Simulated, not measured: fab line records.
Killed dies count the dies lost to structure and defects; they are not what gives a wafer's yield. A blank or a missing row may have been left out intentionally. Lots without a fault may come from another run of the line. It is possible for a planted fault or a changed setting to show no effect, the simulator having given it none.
fab line records :: flow n5Finfet
record:
  lots: 4
  wafers: 12
  lastDay: 17
route steps=1938 shown BEOL_M9@1413
lots with no fault: from the same line, run without faults
startH: the number of hours between the record's first day and the start of the first shown wafer of the lot :: waitH: how many hours have passed since the lot's step before this one :: " the same as in the row above :: L1.1+2: a row that stands for several wafers :: - no value, or no start was given :: * or withheld: withheld :: < > ~ a bound
route shown NAME@n: names a module that has steps shown in the file, with the first one's number in the route :: usual: mean and standard deviation over wafers with no fault :: same: alike in all rows :: chamber/n: place in a boat :: sites: the reading at each site :: _std_site: their standard deviation :: _edge_site: mean of outer sites minus mean of inner sites :: radiusMm: for every site, how far away it sits from the centre of the wafer :: mask NAME#n: copy n :: behind: the most recent tool/chamber to have shaped the wafer :: hold: the reason the lot was held/the length of the hold in hours/how it ended :: device: the transistor (n, p or np) that didn't switch :: end of line: tests of these same wafers at the route's end :: a step without rows: its recipe alone :: killed: at the first sort, the dies lost to defects and structure; wafer yield is something else :: map: the dies of a wafer, with x for killed, . for not killed, _ for no die there
set.NAME: the setting that was run; set.NAME@STEP: the one run at that earlier step :: model.NAME: the simulator's own value behind a step, which no gauge read
a table for each step, a row for each wafer; lots at some steps of the route
services: from which hour (startH, from the record's first day; less than 0 if before it) a tool's chamber was out of use, for how many hours, and why
== steps ==
step: N5_BEOL_M9_DEVELOP_10
recipe:
  developTimeS: 30
  developer: TMAH
  resist: CAR-ArF
  rinseLiquid: diw
  dry: airSpin
  devTempC: 23
step: N5_BEOL_M9_DESCUM_16
recipe:
  chemistry: O2
  timeS: 7.9
  sourcePowerW: 50
  biasPowerW: 20
  pressureMtorr: 20
  rfFrequencyHz: 2.712e+07
  tempC: 40
  resist: CAR-ArF
  o2FlowSccm: 225
step: N5_BEOL_M9_ETCH_61
recipe:
  chemistry: CF4
  target: SiARC
  targetDepthA: 390
  maskMaterial: CAR-ArF
  timeS: 65
  ionEnergyEv: 80
  pressureMtorr: 40
  sourceW: 545
  biasW: 36
  Ar_flow_sccm: 100
  cf4FlowSccm: 100
  ends: cleared
step: N5_BEOL_M9_ETCH_62
recipe:
  chemistry: N2/H2
  target: SOC
  targetDepthA: 1100
  overetchA: 220
  maskMaterial: SiARC
  tempC: 40
  timeS: 165
  ionEnergyEv: 200
  pressureMtorr: 30
  sourceW: 840
  biasW: 150
  n2FlowSccm: 200
  h2FlowSccm: 200
step: N5_BEOL_M9_STRIP_68
recipe:
  chemistry: N2/H2
  tempC: 40
  n2FlowSccm: 200
  h2FlowSccm: 200
  rfFrequencyHz: 6e+07
step: N5_BEOL_M9_STRIP_67
recipe:
  chemistry: CF4
  resist: SiARC
  powerW: 300
  biasPowerW: 75
  pressureMtorr: 50
  cf4FlowSccm: 150
  rfFrequencyHz: 6e+07
step: N5_BEOL_M9_HM_OPEN_17
recipe:
  chemistry: Cl2/BCl3
  targetDepthA: 200
  overetchA: 60
  target: TiN
  maskMaterial: SOC
  ionEnergyEv: 150
  pressureMtorr: 10
  icpW: 1000
  biasW: 126
  Cl2_flow_sccm: 53.25
  bcl3FlowSccm: 21.75
  Ar_flow_sccm: 25
step: N5_BEOL_M9_STRIP_19
recipe:
  chemistry: O2
  powerW: 400
  tempC: 40
  pressureMtorr: 30
  rfFrequencyHz: 6e+07
  biasPowerW: 0
  overashFraction: 0.2
  o2FlowSccm: 225
step: N5_BEOL_M9_COAT_63
recipe:
  resist: SOC
  tempC: 250
  timeS: 60
  spinRpm: 1500
  resistThkNm: 60
usual:
  resistLineTempC: 22.99/0.11
  spinSpeedRpm: 1500.3/0.96
lot.wafer: L616.2
tool: lithoTrack-03
chamber: 0
startH: 262.11
waitH: 0.1
resistLineTempC: 22.83
spinSpeedRpm: 1499.2
model.SOC_of_BEOL_M9_COAT_63.thkNm: 60

lot.wafer: L616.3
tool: lithoTrack-03
chamber: 0
startH: 262.11
waitH: 0.1
resistLineTempC: 22.99
spinSpeedRpm: 1500.1
model.SOC_of_BEOL_M9_COAT_63.thkNm: 60.2

lot.wafer: L616.4
tool: lithoTrack-03
chamber: 0
startH: 262.11
waitH: 0.1
resistLineTempC: 23.12
spinSpeedRpm: 1500.5
model.SOC_of_BEOL_M9_COAT_63.thkNm: 60

lot.wafer: L621.2
tool: lithoTrack-03
chamber: 0
startH: 297.44
waitH: 1.3
resistLineTempC: 22.94
spinSpeedRpm: 1330.8
model.SOC_of_BEOL_M9_COAT_63.thkNm: 63.8

lot.wafer: L621.4
tool: lithoTrack-03
chamber: 0
startH: 297.44
waitH: 1.3
resistLineTempC: 22.83
spinSpeedRpm: 1330.4
model.SOC_of_BEOL_M9_COAT_63.thkNm: 63.8

lot.wafer: L621.6
tool: lithoTrack-03
chamber: 0
startH: 297.44
waitH: 1.3
resistLineTempC: 22.96
spinSpeedRpm: 1331.3
model.SOC_of_BEOL_M9_COAT_63.thkNm: 63.8

lot.wafer: L624.2
tool: lithoTrack-03
chamber: 0
startH: 316.81
waitH: 1.9
resistLineTempC: 23.01
spinSpeedRpm: 1330.9
model.SOC_of_BEOL_M9_COAT_63.thkNm: 64

lot.wafer: L624.3
tool: lithoTrack-03
chamber: 0
startH: 316.81
waitH: 1.9
resistLineTempC: 23.01
spinSpeedRpm: 1332.3
model.SOC_of_BEOL_M9_COAT_63.thkNm: 64

lot.wafer: L624.6
tool: lithoTrack-03
chamber: 0
startH: 316.81
waitH: 1.9
resistLineTempC: 23.01
spinSpeedRpm: 1333.8
model.SOC_of_BEOL_M9_COAT_63.thkNm: 64

lot.wafer: L630.2
tool: lithoTrack-05
chamber: 0
startH: 343.97
waitH: 0.5
resistLineTempC: 22.97
spinSpeedRpm: 1499.6
model.SOC_of_BEOL_M9_COAT_63.thkNm: 59.8

lot.wafer: L630.5
tool: lithoTrack-05
chamber: 0
startH: 343.97
waitH: 0.5
resistLineTempC: 23.03
spinSpeedRpm: 1501.0
model.SOC_of_BEOL_M9_COAT_63.thkNm: 59.6

lot.wafer: L630.6
tool: lithoTrack-05
chamber: 0
startH: 343.97
waitH: 0.5
resistLineTempC: 22.99
spinSpeedRpm: 1500.0
model.SOC_of_BEOL_M9_COAT_63.thkNm: 59.8
step: N5_BEOL_M9_COAT_64
recipe:
  resist: SiARC
  tempC: 220
  timeS: 60
  spinRpm: 1500
  resistThkNm: 12
step: N5_BEOL_M9_COAT_75
recipe:
  resist: underlayer
  tempC: 205
  timeS: 60
  spinRpm: 1500
  resistThkNm: 5
step: N5_BEOL_M9_COAT_22
recipe:
  resist: CAR-EUV
  spinRpm: 1500
  resistThkNm: 30
step: N5_BEOL_M9_EBR_24
recipe:
  solvent: PGMEA
  ebrWidthMm: 1.5
step: N5_BEOL_M9_SOFTBAKE_23
recipe:
  tempC: 110
  timeS: 60
  resist: CAR-EUV
step: N5_BEOL_M9_EXPOSE_25
recipe:
  maskId: V8
  na: 0.33
  sourceShape: annular
  sigmaInner: 0.4
  sigmaOuter: 0.8
  polarization: unpolarized
  doseMj: 37.25
step: N5_BEOL_M9_PEB_26
recipe:
  pebTempC: 100
  pebTimeS: 60
  resist: CAR-EUV
step: N5_BEOL_M9_DEVELOP_27
recipe:
  developTimeS: 30
  developer: TMAH
  resist: CAR-EUV
  rinseLiquid: surfactantRinse
  dry: airSpin
  devTempC: 23
step: N5_BEOL_M9_DESCUM_33
recipe:
  chemistry: O2
  timeS: 7
  sourcePowerW: 50
  biasPowerW: 20
  pressureMtorr: 20
  rfFrequencyHz: 2.712e+07
  tempC: 40
  resist: CAR-EUV
  o2FlowSccm: 225
step: N5_BEOL_M9_ETCH_76
recipe:
  chemistry: N2/H2
  target: underlayer
  targetDepthA: 65
  maskMaterial: CAR-EUV
  timeS: 5.2
  ionEnergyEv: 200
  pressureMtorr: 30
  sourceW: 840
  biasW: 150
  n2FlowSccm: 200
  h2FlowSccm: 200
  ends: cleared
step: N5_BEOL_M9_ETCH_65
recipe:
  chemistry: CF4
  target: SiARC
  targetDepthA: 156
  maskMaterial: CAR-EUV
  timeS: 26
  ionEnergyEv: 80
  pressureMtorr: 40
  sourceW: 545
  biasW: 36
  Ar_flow_sccm: 100
  cf4FlowSccm: 100
  ends: cleared
step: N5_BEOL_M9_ETCH_66
recipe:
  chemistry: N2/H2
  target: SOC
  targetDepthA: 800
  overetchA: 160
  maskMaterial: SiARC
  tempC: 40
  timeS: 120
  ionEnergyEv: 200
  pressureMtorr: 30
  sourceW: 840
  biasW: 150
  n2FlowSccm: 200
  h2FlowSccm: 200
usual:
  biasW: 150.0/0.41
  drypumpMotorCurrentA: 5.8/0.38
  h2FlowSccm: 200.1/0.61
  oesProductAu: 0.60/0.072
  rfVppV: 525/3
  showerheadPlenumPTorr: 2.56/0.1
  tempC: 40.00/0.1
  throttleValvePct: 17.78/0.25
lot.wafer: L616.2
tool: rieDiel-06
chamber: 1
startH: 263.51
waitH: 0.0
biasW: 149.8
drypumpMotorCurrentA: 5.8
h2FlowSccm: 199.3
oesProductAu: 0.62
rfHoursCounterH: 73
rfVppV: 525
showerheadPlenumPTorr: 2.59
tempC: 39.99
throttleValvePct: 17.80
model.etch.depthNm: 59.94

lot.wafer: L616.3
tool: rieDiel-06
chamber: 0
startH: 263.51
waitH: 0.0
biasW: 149.8
drypumpMotorCurrentA: 4.9
h2FlowSccm: 200.2
oesProductAu: 0.72
rfHoursCounterH: 5
rfVppV: 530
showerheadPlenumPTorr: 2.69
tempC: 40.07
throttleValvePct: 17.81
model.etch.depthNm: 60.19

lot.wafer: L616.4
tool: rieDiel-06
chamber: 3
startH: 263.51
waitH: 0.0
biasW: 149.8
drypumpMotorCurrentA: 6.3
h2FlowSccm: 200.4
oesProductAu: 0.59
rfHoursCounterH: 114
rfVppV: 526
showerheadPlenumPTorr: 2.57
tempC: 40.03
throttleValvePct: 18.00
model.etch.depthNm: 60.06

lot.wafer: L621.2
tool: rieDiel-01
chamber: 0
startH: 298.03
waitH: 0.0
biasW: 150.5
drypumpMotorCurrentA: 5.5
h2FlowSccm: 200.3
oesProductAu: 0.62
rfHoursCounterH: 106
rfVppV: 528
showerheadPlenumPTorr: 2.68
tempC: 39.93
throttleValvePct: 17.90
model.etch.depthNm: 63.83

lot.wafer: L621.4
tool: rieDiel-01
chamber: 1
startH: 298.03
waitH: 0.0
biasW: 149.2
drypumpMotorCurrentA: 6.3
h2FlowSccm: 199.4
oesProductAu: 0.59
rfHoursCounterH: 187
rfVppV: 527
showerheadPlenumPTorr: 2.63
tempC: 39.96
throttleValvePct: 17.39
model.etch.depthNm: 63.84

lot.wafer: L621.6
tool: rieDiel-01
chamber: 1
startH: 298.03
waitH: 0.0
biasW: 149.9
drypumpMotorCurrentA: 6.3
h2FlowSccm: 200.1
oesProductAu: 0.59
rfHoursCounterH: -
rfVppV: 527
showerheadPlenumPTorr: 2.63
tempC: 40.19
throttleValvePct: 17.39
model.etch.depthNm: 63.73

lot.wafer: L624.2
tool: rieDiel-06
chamber: 2
startH: 317.28
waitH: 0.0
biasW: 150.3
drypumpMotorCurrentA: 6.3
h2FlowSccm: 200.3
oesProductAu: 0.55
rfHoursCounterH: 234
rfVppV: 521
showerheadPlenumPTorr: 2.49
tempC: 40.05
throttleValvePct: 17.75
model.etch.depthNm: 63.98

lot.wafer: L624.3
tool: rieDiel-06
chamber: 1
startH: 317.28
waitH: 0.0
biasW: 149.9
drypumpMotorCurrentA: 5.9
h2FlowSccm: 200.3
oesProductAu: 0.63
rfHoursCounterH: 88
rfVppV: 525
showerheadPlenumPTorr: 2.58
tempC: 39.97
throttleValvePct: 17.84
model.etch.depthNm: 63.98

lot.wafer: L624.6
tool: rieDiel-06
chamber: 2
startH: 317.28
waitH: 0.0
biasW: 150.5
drypumpMotorCurrentA: 6.3
h2FlowSccm: 200.3
oesProductAu: 0.56
rfHoursCounterH: -
rfVppV: 523
showerheadPlenumPTorr: 2.49
tempC: 39.99
throttleValvePct: 17.75
model.etch.depthNm: 64.05

lot.wafer: L630.2
tool: rieDiel-01
chamber: 1
startH: 344.44
waitH: 0.0
biasW: 149.9
drypumpMotorCurrentA: 6.3
h2FlowSccm: 201.1
oesProductAu: 0.56
rfHoursCounterH: 204
rfVppV: 525
showerheadPlenumPTorr: 2.62
tempC: 40.08
throttleValvePct: 17.41
model.etch.depthNm: 59.85

lot.wafer: L630.5
tool: rieDiel-01
chamber: 3
startH: 344.44
waitH: 0.0
biasW: 149.6
drypumpMotorCurrentA: 5.7
h2FlowSccm: 199.7
oesProductAu: 0.53
rfHoursCounterH: -
rfVppV: 525
showerheadPlenumPTorr: 2.61
tempC: 40.12
throttleValvePct: 17.92
model.etch.depthNm: 59.69

lot.wafer: L630.6
tool: rieDiel-01
chamber: 0
startH: 344.44
waitH: 0.0
biasW: 150.3
drypumpMotorCurrentA: 5.5
h2FlowSccm: 199.3
oesProductAu: 0.58
rfHoursCounterH: -
rfVppV: 529
showerheadPlenumPTorr: 2.67
tempC: 39.84
throttleValvePct: 17.92
model.etch.depthNm: 59.83
step: N5_BEOL_M9_STRIP_69
recipe:
  chemistry: N2/H2
  tempC: 40
  n2FlowSccm: 200
  h2FlowSccm: 200
  rfFrequencyHz: 6e+07
step: N5_BEOL_M9_STRIP_77
recipe:
  chemistry: N2/H2
  tempC: 40
  n2FlowSccm: 200
  h2FlowSccm: 200
  rfFrequencyHz: 6e+07
step: N5_BEOL_M9_VIA_ETCH_34
recipe:
  chemistry: C4F6/O2
  target: SiCOH_lowk
  targetDepthA: 1824
  maskMaterial: SOC
  taperDeg: 4
  timeS: 68.4
  ionEnergyEv: 250
  pressureMtorr: 30
  sourceW: 345
  biasW: 185
  Ar_flow_sccm: 300
  C4F6_flow_sccm: 10
  O2_flow_sccm: 10
usual:
  biasW: 185.0/0.54
  drypumpMotorCurrentA: 5.8/0.38
  oesProductAu: 0.79/0.1
  rfVppV: 669/10
  showerheadPlenumPTorr: 2.88/0.11
  throttleValvePct: 20.91/0.24
lot.wafer: L616.2
tool: rieDiel-06
chamber: 1
startH: 263.61
waitH: 0.0
biasW: 185.0
drypumpMotorCurrentA: 5.9
oesProductAu: 0.81
rfHoursCounterH: 73
rfVppV: 666
showerheadPlenumPTorr: 2.90
throttleValvePct: 20.99
model.SOC_of_BEOL_M9_COAT_63.thkNm: 51

lot.wafer: L616.3
tool: rieDiel-06
chamber: 0
startH: 263.61
waitH: 0.0
biasW: 184.5
drypumpMotorCurrentA: 4.9
oesProductAu: 0.95
rfHoursCounterH: 5
rfVppV: 669
showerheadPlenumPTorr: 3.04
throttleValvePct: 21.12
model.SOC_of_BEOL_M9_COAT_63.thkNm: 51

lot.wafer: L616.4
tool: rieDiel-06
chamber: 3
startH: 263.61
waitH: 0.0
biasW: 185.3
drypumpMotorCurrentA: 6.3
oesProductAu: 0.77
rfHoursCounterH: 114
rfVppV: 659
showerheadPlenumPTorr: 2.87
throttleValvePct: 20.98
model.SOC_of_BEOL_M9_COAT_63.thkNm: 51.2

lot.wafer: L621.2
tool: rieDiel-01
chamber: 0
startH: 298.13
waitH: 0.0
biasW: 185.1
drypumpMotorCurrentA: 5.5
oesProductAu: 0.79
rfHoursCounterH: 106
rfVppV: 659
showerheadPlenumPTorr: 2.99
throttleValvePct: 21.05
model.SOC_of_BEOL_M9_COAT_63.thkNm: 54.8

lot.wafer: L621.4
tool: rieDiel-01
chamber: 1
startH: 298.13
waitH: 0.0
biasW: 184.5
drypumpMotorCurrentA: 6.3
oesProductAu: 0.76
rfHoursCounterH: 187
rfVppV: 685
showerheadPlenumPTorr: 2.95
throttleValvePct: 20.54
model.SOC_of_BEOL_M9_COAT_63.thkNm: 54.4

lot.wafer: L621.6
tool: rieDiel-01
chamber: 1
startH: 298.13
waitH: 0.0
biasW: 184.7
drypumpMotorCurrentA: 6.3
oesProductAu: 0.76
rfHoursCounterH: -
rfVppV: 686
showerheadPlenumPTorr: 2.95
throttleValvePct: 20.57
model.SOC_of_BEOL_M9_COAT_63.thkNm: 54.4

lot.wafer: L624.2
tool: rieDiel-06
chamber: 2
startH: 317.38
waitH: 0.0
biasW: 185.4
drypumpMotorCurrentA: 6.4
oesProductAu: 0.68
rfHoursCounterH: 234
rfVppV: 666
showerheadPlenumPTorr: 2.81
throttleValvePct: 20.86
model.SOC_of_BEOL_M9_COAT_63.thkNm: 55.4

lot.wafer: L624.3
tool: rieDiel-06
chamber: 1
startH: 317.38
waitH: 0.0
biasW: 185.0
drypumpMotorCurrentA: 5.9
oesProductAu: 0.79
rfHoursCounterH: 88
rfVppV: 666
showerheadPlenumPTorr: 2.90
throttleValvePct: 21.02
model.SOC_of_BEOL_M9_COAT_63.thkNm: 55.2

lot.wafer: L624.6
tool: rieDiel-06
chamber: 2
startH: 317.38
waitH: 0.0
biasW: 185.2
drypumpMotorCurrentA: 6.4
oesProductAu: 0.68
rfHoursCounterH: -
rfVppV: 665
showerheadPlenumPTorr: 2.81
throttleValvePct: 20.88
model.SOC_of_BEOL_M9_COAT_63.thkNm: 55.4

lot.wafer: L630.2
tool: rieDiel-01
chamber: 1
startH: 344.54
waitH: 0.0
biasW: 185.0
drypumpMotorCurrentA: 6.3
oesProductAu: 0.75
rfHoursCounterH: 204
rfVppV: 687
showerheadPlenumPTorr: 2.94
throttleValvePct: 20.58
model.SOC_of_BEOL_M9_COAT_63.thkNm: 50.4

lot.wafer: L630.5
tool: rieDiel-01
chamber: 3
startH: 344.54
waitH: 0.0
biasW: 184.7
drypumpMotorCurrentA: 5.7
oesProductAu: 0.68
rfHoursCounterH: -
rfVppV: 660
showerheadPlenumPTorr: 2.92
throttleValvePct: 20.92
model.SOC_of_BEOL_M9_COAT_63.thkNm: 50.8

lot.wafer: L630.6
tool: rieDiel-01
chamber: 0
startH: 344.54
waitH: 0.0
biasW: 185.5
drypumpMotorCurrentA: 5.4
oesProductAu: 0.76
rfHoursCounterH: -
rfVppV: 661
showerheadPlenumPTorr: 2.98
throttleValvePct: 21.09
model.SOC_of_BEOL_M9_COAT_63.thkNm: 51
step: N5_BEOL_M9_STRIP_73
recipe:
  chemistry: C4F6/O2
  resist: SiARC
  rfFrequencyHz: 6e+07
== services ==
tool: rieDiel-01
chamber: -
startH: 243.61
hours: 0.2
kind: repair

tool: rieDiel-06
chamber: 0
startH: 271.64
hours: 2.8
kind: repair

tool: rieDiel-06
chamber: 3
startH: 316.56
hours: 4.0
kind: repair

tool: rieDiel-06
chamber: -
startH: 325.45
hours: 14.6
kind: pm

tool: rieDiel-01
chamber: -
startH: 336.07
hours: 0.2
kind: repair
== key ==
firstSign:
  step: N5_BEOL_M9_COAT_63
  reading: spinSpeedRpm
  direction: down
  sigmas: 99+
  usual: *
  struck: *
effect none on later readings
modelEffect:
  step: N5_BEOL_M9_COAT_63
  value: SOC_of_BEOL_M9_COAT_63.thkNm
  without: 60.2
  struck: 63.9
modelEffect:
  step: N5_BEOL_M9_ETCH_66
  value: etch.depthNm
  without: 60.19
  struck: 63.9
modelEffect:
  step: N5_BEOL_M9_VIA_ETCH_34
  value: SOC_of_BEOL_M9_COAT_63.thkNm
  without: 51.2
  struck: 54.93
metAt N5_BEOL_M9_COAT_63
struckWafers L621.2,L621.4,L621.6,L624.2,L624.3,L624.6
onsetBetween 262.11 297.44
fault:
  kind: processParameterDrift
  tool: lithoTrack-03
  chamber: -
  onsetH: 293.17
  steps: N5_BEOL_M9_COAT_63
  channel: spinRpm
  offset: *
  shape: step
  endH: 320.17
  actsIn: *
  stated: *
